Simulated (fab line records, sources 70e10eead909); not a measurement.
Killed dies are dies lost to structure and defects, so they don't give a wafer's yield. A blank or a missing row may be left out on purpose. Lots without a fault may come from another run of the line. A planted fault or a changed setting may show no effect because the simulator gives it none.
Chamber matching | flow nand_harc | NHARC_THIN_TSV_ETCH_44 on rie_diel-03: 4 sister chambers
The step etches the open film in CF4/O2, target depth 1594.2 nm, time 797.1 s. 4 wafers are shown with their chamber, then 7 later ones without.

WAFERS WITH THEIR CHAMBER
wafer  | chamber | showerhead_plenum_p_Torr (Torr)
L076.6 | 0       | 1.93
L089.2 | 3       | 1.74
L094.1 | 1       | 1.76
L094.3 | 2       | 1.93

WAFERS WITHOUT THEIR CHAMBER
wafer  | showerhead_plenum_p_Torr (Torr)
L094.6 | 1.93
L086.1 | 1.93
L086.3 | 1.76
L086.5 | 1.74
L097.1 | 1.93
L097.2 | 1.74
L097.6 | 1.92

WHICH CHAMBER EACH WENT THROUGH
wafer  | from the rows above     | in truth
L094.6 | can't be placed: 0 or 2 | 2
L086.1 | can't be placed: 0 or 2 | 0
L086.3 | 1                       | 1
L086.5 | 3                       | 3
L097.1 | can't be placed: 0 or 2 | 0
L097.2 | 3                       | 3
L097.6 | can't be placed: 0 or 2 | 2
Placed correctly: 3 of 7. Can't be placed from these rows: 4 (the true chamber is among the candidates in 4). Placed wrongly: 0.
How it was worked out, from the rows above alone: a wafer's distance from a chamber is the root of the sum, over the readings, of the square of ((its reading less the chamber's mean) divided by the reading's scatter). The wafer belongs to the nearest chamber; if the next one is less than 2 further off, it can't be placed. A chamber's mean is the mean of its shown wafers. The scatter: with one shown wafer a chamber, the root of the mean of the squares of how far each hidden wafer lies from its nearest shown one.
